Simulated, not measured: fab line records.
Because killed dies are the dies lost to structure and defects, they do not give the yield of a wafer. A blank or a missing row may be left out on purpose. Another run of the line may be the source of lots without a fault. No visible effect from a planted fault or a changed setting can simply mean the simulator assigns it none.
Problem report in the 8D (eight disciplines) form, filled by code || flow n5_finfet || the parts of the form that need people (team, actions taken, sign-off) are left out

## 1. WHAT WENT WRONG
At N5_MOL_CONTACT_COAG_ETCH_124, oes_product_au averages 0.32 a.u. over 6 wafers from 2 lots, while fault-free wafers read 0.67 a.u., standard deviation 0.078. Relative to the usual mean, that is a shift of -4.5 standard deviations.
The step: etches SiNx in CH3F/O2, stops on SiOC, target depth 6.5 nm.
Earliest sighting: wafer L267.1 on rie_diel-01 at day 8 19:30. At this step, 21 wafers from 7 lots have a number in the record. The rule behind "out" and "out of limits": a value lying over 4 standard deviations away from the usual mean. The rest of the wafers with a number are treated as sound.

## 2. WHAT IT IS AND WHAT IT IS NOT
{"question": "which readings at this step", "is": "oes_product_au", "is not": "CH3F_flow_sccm, O2_flow_sccm, drypump_motor_current_A, rf_vpp_V, showerhead_plenum_p_Torr, throttle_valve_pct"}
{"question": "which lots", "is": "L267, L268", "is not": "L258, L271, L272, L275, L276"}
{"question": "which wafers of those lots", "is": "all that have a number", "is not": "-"}
{"question": "read on which tools", "is": "rie_diel-01", "is not": "-"}
{"question": "when", "is": "from day 8 19:30", "is not": "up to then (3 sound wafers); but 12 sound wafers of L271, L272, L275, L276 came after"}

## 3. SUSPECTS, AND WHAT RULES EACH OUT
Counting: a tool at a process step up to the reading stays a suspect if it ran every lot that is out and no sound lot after the first of them.
- rie_diel-01 at N5_MOL_CONTACT_COAG_ETCHBACK_134 (etches SiO2 in CHF3, target depth 10 nm, time 6.7 s): ruled out as a lasting fault. Following L267 (day 8 19:19), the first lot on it that is out, the sound lots L271, L272, L275, L276 were run on it.
- rie_diel-01 at N5_MOL_CONTACT_COAG_VIA_ETCH_117 (etches SiO2 in C4F6/O2, target depth 40 nm, overetch 8 nm, time 26 s): ruled out as a lasting fault. Following L267 (day 8 19:28), the first lot on it that is out, the sound lots L271, L272, L275, L276 were run on it.
- rie_diel-01 at N5_MOL_CONTACT_COAG_ETCH_124 (etches SiNx in CH3F/O2, stops on SiOC, target depth 6.5 nm): ruled out as a lasting fault. Following L267 (day 8 19:30), the first lot on it that is out, the sound lots L271, L272, L275, L276 were run on it.
Left after counting: nothing in the record.

## 4. THE CAUSE (what the simulator had put in)
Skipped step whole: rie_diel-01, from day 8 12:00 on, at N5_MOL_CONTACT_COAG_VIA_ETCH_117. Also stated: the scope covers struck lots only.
Counting ruled it out, wrongly.

## 5. THE EFFECT CHAIN, in route order
Rows list readings where the struck wafers' mean (over those with a number) sits beyond 3 standard deviations from the usual. Only readings whose record carries a usual standard deviation are examined. hours: median over the lots of the time between each lot's start at the first step of this table that gives one and its start at this step. sigmas: the change, counted in usual standard deviations.
{"hours": 0, "step": "N5_MOL_CONTACT_COAG_ETCH_124", "reading": "oes_product_au", "usual": "0.67 a.u.", "on struck wafers": 0.32, "change": -0.35, "sigmas": -4.5}
{"hours": 190, "step": "N5_PASSIVATION_PROBE_49", "reading": "defect_limited_yield", "usual": "91.5 %", "on struck wafers": 0.0, "change": -91.5, "sigmas": -70}
{"hours": 190, "step": "N5_PASSIVATION_PROBE_49", "reading": "killed_at_contacts", "usual": 13, "on struck wafers": 1093, "change": "+1080", "sigmas": "+99 or more"}
{"hours": 190, "step": "N5_PASSIVATION_PROBE_49", "reading": "killed_dies", "usual": 101, "on struck wafers": 1180, "change": "+1079", "sigmas": "+72"}
{"hours": 190, "step": "N5_PASSIVATION_PROBE_49", "reading": "killed_on_rim", "usual": 14, "on struck wafers": 152, "change": "+138", "sigmas": "+32"}
{"hours": 190, "step": "N5_PASSIVATION_PROBE_49", "reading": "sort_bin_5_function", "usual": "5.0 %", "on struck wafers": 96.2, "change": "+91.2", "sigmas": "+99 or more"}
{"hours": 190, "step": "N5_PASSIVATION_PROBE_49", "reading": "sort_n_pass", "usual": 1079, "on struck wafers": 0, "change": -1079, "sigmas": -67}
{"hours": 190, "step": "N5_PASSIVATION_PROBE_49", "reading": "sort_yield_pct", "usual": "91.4 %", "on struck wafers": 0.0, "change": -91.4, "sigmas": -65}
Process steps it contains:
- N5_MOL_CONTACT_COAG_ETCH_124: etches SiNx in CH3F/O2, stops on SiOC, target depth 6.5 nm.
- N5_PASSIVATION_PROBE_49
Readings that are blank on the struck wafers while sound wafers have them: C4F6_flow_sccm at N5_MOL_CONTACT_COAG_VIA_ETCH_117; O2_flow_sccm at N5_MOL_CONTACT_COAG_VIA_ETCH_117; drypump_motor_current_A at N5_MOL_CONTACT_COAG_VIA_ETCH_117; oes_product_au at N5_MOL_CONTACT_COAG_VIA_ETCH_117; rf_vpp_V at N5_MOL_CONTACT_COAG_VIA_ETCH_117; showerhead_plenum_p_Torr at N5_MOL_CONTACT_COAG_VIA_ETCH_117; throttle_valve_pct at N5_MOL_CONTACT_COAG_VIA_ETCH_117; cd_nm at N5_MOL_CONTACT_COAG_CD_MEAS_101.

## 6. WHAT WOULD HAVE CAUGHT IT SOONER
First out-of-limits reading in this record: day 8 19:30, which is 8 hours after fault onset at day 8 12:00.
At N5_MOL_CONTACT_COAG_VIA_ETCH_117 the tool's readings are blank on the struck wafers, where sound wafers have them: an empty tool record is the first sign, and it was there at once.
